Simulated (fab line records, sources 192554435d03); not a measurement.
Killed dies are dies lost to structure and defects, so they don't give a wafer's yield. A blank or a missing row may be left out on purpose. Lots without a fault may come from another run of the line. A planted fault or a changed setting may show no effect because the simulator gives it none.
Split-lot experiment | flow n5_finfet | 7 lots, 39 wafers read, on a route of 1938 steps

THE SPLIT
At N5_BEOL_M12_ETCH_59 (etches BARC in N2/H2, target depth 89 nm, overetch 26.7 nm, time 67.9 s), the setting target_depth_a was moved away from the recipe's 890 angstrom on 12 of the 39 wafers read, by -25.2% to +34.3%. The other wafers ran this setting at the recipe's value.

The file shows no step between the split and the reading.

THE READING
coat_of_BEOL_M12_COAT_04.thk_nm (the simulator's own value, which no gauge read), in nm, at N5_BEOL_M12_VIA_ETCH_16 (etches SiOC in C4F8/O2/Ar, target depth 724.8 nm). The file gives no usual value for it. The 27 wafers here that ran the recipe average 124.5 nm, standard deviation 3.3 nm.

wafer  | tool, chamber at the split | target_depth_a as run, angstrom | against the recipe | coat_of_BEOL_M12_COAT_04.thk_nm, nm | against lot-mates on the recipe
L074.1 | rie_diel-04, 0             | 665.5                           | -25.2%             | 136                                 | +10.0
L074.2 | rie_diel-04, 1             | 890                             | recipe             | 128.6                               | -
L074.3 | rie_diel-04, 3             | 890                             | recipe             | 128.8                               | -
L074.4 | rie_diel-04, 1             | 665.5                           | -25.2%             | 138.4                               | +12.4
L074.5 | rie_diel-04, 3             | 665.5                           | -25.2%             | 137.6                               | +11.6
L074.6 | rie_diel-04, 0             | 890                             | recipe             | 120.6                               | -
L087.1 | rie_diel-01, 2             | 890                             | recipe             | 125                                 | -
L087.2 | rie_diel-01, 1             | 695.9                           | -21.8%             | 132                                 | +9.6
L087.3 | rie_diel-01, 3             | 695.9                           | -21.8%             | 134.4                               | +12.0
L087.5 | rie_diel-01, 3             | 695.9                           | -21.8%             | 134.4                               | +12.0
L087.4 | rie_diel-01, 2             | 890                             | recipe             | 119.4                               | -
L087.6 | rie_diel-01, 1             | 890                             | recipe             | 122.8                               | -
L088.1 | rie_diel-04, 3             | 890                             | recipe             | 124                                 | -
L088.5 | rie_diel-04, 3             | 890                             | recipe             | 120                                 | -
L088.6 | rie_diel-04, 0             | 890                             | recipe             | 119.4                               | -
L089.1 | rie_diel-01, 1             | 890                             | recipe             | 125.6                               | -
L089.3 | rie_diel-01, 2             | 890                             | recipe             | 125.6                               | -
L089.2 | rie_diel-01, 3             | 890                             | recipe             | 125.4                               | -
L089.4 | rie_diel-01, 3             | 1195                            | +34.3%             | 105.8                               | -19.7
L089.5 | rie_diel-01, 2             | 1195                            | +34.3%             | 107.6                               | -17.9
L089.6 | rie_diel-01, 1             | 1195                            | +34.3%             | 106.4                               | -19.1
L090.1 | rie_diel-01, 0             | 890                             | recipe             | 129.4                               | -
L090.2 | rie_diel-01, 2,1           | 890                             | recipe             | 131                                 | -
L090.3 | rie_diel-01, 3             | 890                             | recipe             | 126.6                               | -
L090.4 | rie_diel-01, 2,1           | 890                             | recipe             | 127.6                               | -
L090.5 | rie_diel-01, 3             | 890                             | recipe             | 126.4                               | -
L090.6 | rie_diel-01, 2             | 890                             | recipe             | 125.8                               | -
L095.1 | rie_diel-02, 2             | 686.9                           | -22.8%             | 135.8                               | +13.2
L095.2 | rie_diel-02, 0             | 686.9                           | -22.8%             | 135.2                               | +12.6
L095.3 | rie_diel-02, 1             | 890                             | recipe             | 122.6                               | -
L095.4 | rie_diel-02, 3             | 890                             | recipe             | 122.8                               | -
L095.5 | rie_diel-02, 1             | 686.9                           | -22.8%             | 131.6                               | +9.0
L095.6 | rie_diel-02, 2             | 890                             | recipe             | 122.4                               | -
L097.1 | rie_diel-04, 0             | 890                             | recipe             | 123                                 | -
L097.2 | rie_diel-04, 3             | 890                             | recipe             | 127                                 | -
L097.3 | rie_diel-04, 1             | 890                             | recipe             | 128.8                               | -
L097.4 | rie_diel-04, 2             | 890                             | recipe             | 120.6                               | -
L097.5 | rie_diel-04, 2             | 890                             | recipe             | 122.6                               | -
L097.6 | rie_diel-04, 1             | 890                             | recipe             | 120.8                               | -
Where a row lists several chambers, the file gives one row for several wafers and doesn't say which wafer went through which chamber.

THE FIT
A straight line over all 39 wafers: coat_of_BEOL_M12_COAT_04.thk_nm changes by -0.487 nm for each +1% of target_depth_a; r = -0.93; the points scatter about the line by 2.9 nm.
The same after taking each lot's own level away (the mean of its wafers on the recipe; 39 wafers): -0.517 nm for each +1%; r = -0.96; scatter 2.2 nm.
On that fit, the largest move of target_depth_a shifts the reading by 18 nm.
The lots' own levels span 121.13 to 127.80 nm, that is 2.1 times the standard deviation above.
So the lot-to-lot level changes the slope little: the two slopes agree.
Check: with one of the wafers moved furthest among these (+34.3%) left out of the fit, the line predicts -17.6 nm for it against its lot-mates. It came out at -19.7 nm against them.

THE WHOLE CHAIN: every reading that the file lists as answering this split, in the file's order
step                    | what it does                                                            | reading                                                                          | change (the file's fit)               | r (the file's)
N5_BEOL_M12_ETCH_59     | etches BARC in N2/H2, target depth 89 nm, overetch 26.7 nm, time 67.9 s | coat_of_BEOL_M12_COAT_04.thk_nm (the simulator's own value, which no gauge read) | -0.477 nm for each +1% of the setting | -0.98
N5_BEOL_M12_VIA_ETCH_16 | etches SiOC in C4F8/O2/Ar, target depth 724.8 nm                        | coat_of_BEOL_M12_COAT_04.thk_nm (the simulator's own value, which no gauge read) | -0.514 nm for each +1% of the setting | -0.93
N5_BEOL_M12_STRIP_63    | strips in N2/H2                                                         | strip_time_to_endpoint_s                                                         | withheld for each +1% of the setting  | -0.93

THE FILE'S OWN FIT
coat_of_BEOL_M12_COAT_04.thk_nm changes by -0.514 nm for each +1% of target_depth_a, r = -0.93.
